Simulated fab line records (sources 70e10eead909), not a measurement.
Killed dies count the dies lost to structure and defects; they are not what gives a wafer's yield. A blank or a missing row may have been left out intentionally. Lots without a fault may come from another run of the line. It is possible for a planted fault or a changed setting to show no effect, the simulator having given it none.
Chamber matching | flow nand_harc | NHARC_A_STAIRCASE_ETCH_313 on rie_diel-08 has 4 sister chambers
The step etches the open film in CF4/CHF3. 14 wafers are shown with their chamber, then 7 later ones without.

## WAFERS, EACH WITH ITS CHAMBER
wafer  | chamber | showerhead_plenum_p_Torr (Torr) | rf_vpp_V (V) | throttle_valve_pct (%)
L074.3 | 3       | 1.54                            | 368.4        | 16.806
L074.4 | 0       | 1.67                            | 373.1        | 16.798
L074.6 | 1       | 1.70                            | 373.4        | 16.787
L076.4 | 3       | 1.54                            | 369.9        | 16.797
L076.5 | 3       | 1.54                            | 369.9        | 16.802
L076.6 | 2       | 1.51                            | 368.7        | 16.804
L079.1 | 3       | 1.54                            | 367.2        | 16.804
L079.3 | 0       | 1.66                            | 373.1        | 16.792
L079.5 | 1       | 1.70                            | 374.5        | 16.797
L083.1 | 2       | 1.50                            | 368.5        | 16.818
L083.4 | 0       | 1.66                            | 372.7        | 16.795
L083.6 | 3       | 1.53                            | 369.3        | 16.813
L085.1 | 2       | 1.50                            | 368.1        | 16.795
L085.3 | 3       | 1.53                            | 369.3        | 16.801

SIGNATURES, as means of the wafers listed above
reading                  | chamber 0 | chamber 1 | chamber 2 | chamber 3 | scatter within a chamber
showerhead_plenum_p_Torr | 1.6633    | 1.7000    | 1.5033    | 1.5367    | 0.00516
rf_vpp_V                 | 372.967   | 373.950   | 368.433   | 369.000   | 0.794
throttle_valve_pct       | 16.79500  | 16.79200  | 16.80567  | 16.80383  | 0.00695
Rule: for a wafer and a chamber, the distance is found by dividing, reading by reading, the gap between the wafer's reading and the chamber's mean by the reading's scatter, squaring, summing and taking the root. The wafer belongs to the nearest chamber; if the next one is less than 2 further off, it can't be placed. How the scatter is found: for the shown wafers, subtract from each reading the mean of its chamber, square and add these, divide the total by (wafers less chambers), then take the root.

## WAFERS WITHOUT THEIR CHAMBER
wafer  | showerhead_plenum_p_Torr (Torr) | rf_vpp_V (V) | throttle_valve_pct (%)
L085.5 | 1.50                            | 367.3        | 16.797
L088.2 | 1.66                            | 373.8        | 16.803
L088.5 | 1.69                            | 374.3        | 16.811
L088.6 | 1.66                            | 373.8        | 16.804
L093.4 | 1.52                            | 370.4        | 16.817
L093.5 | 1.52                            | 370.0        | 16.809
L093.6 | 1.50                            | 367.8        | 16.814

## THE CHAMBER EACH PASSED THROUGH
wafer  | from the rows above     | in truth
L085.5 | 2                       | 2
L088.2 | 0                       | 0
L088.5 | 1                       | 1
L088.6 | 0                       | 0
L093.4 | can't be placed: 3 or 2 | 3
L093.5 | can't be placed: 3 or 2 | 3
L093.6 | 2                       | 2
Correctly placed: 5 of 7. Cannot be placed on the basis of these rows: 2; the candidates contain the true chamber in 2. Placed wrongly: 0.
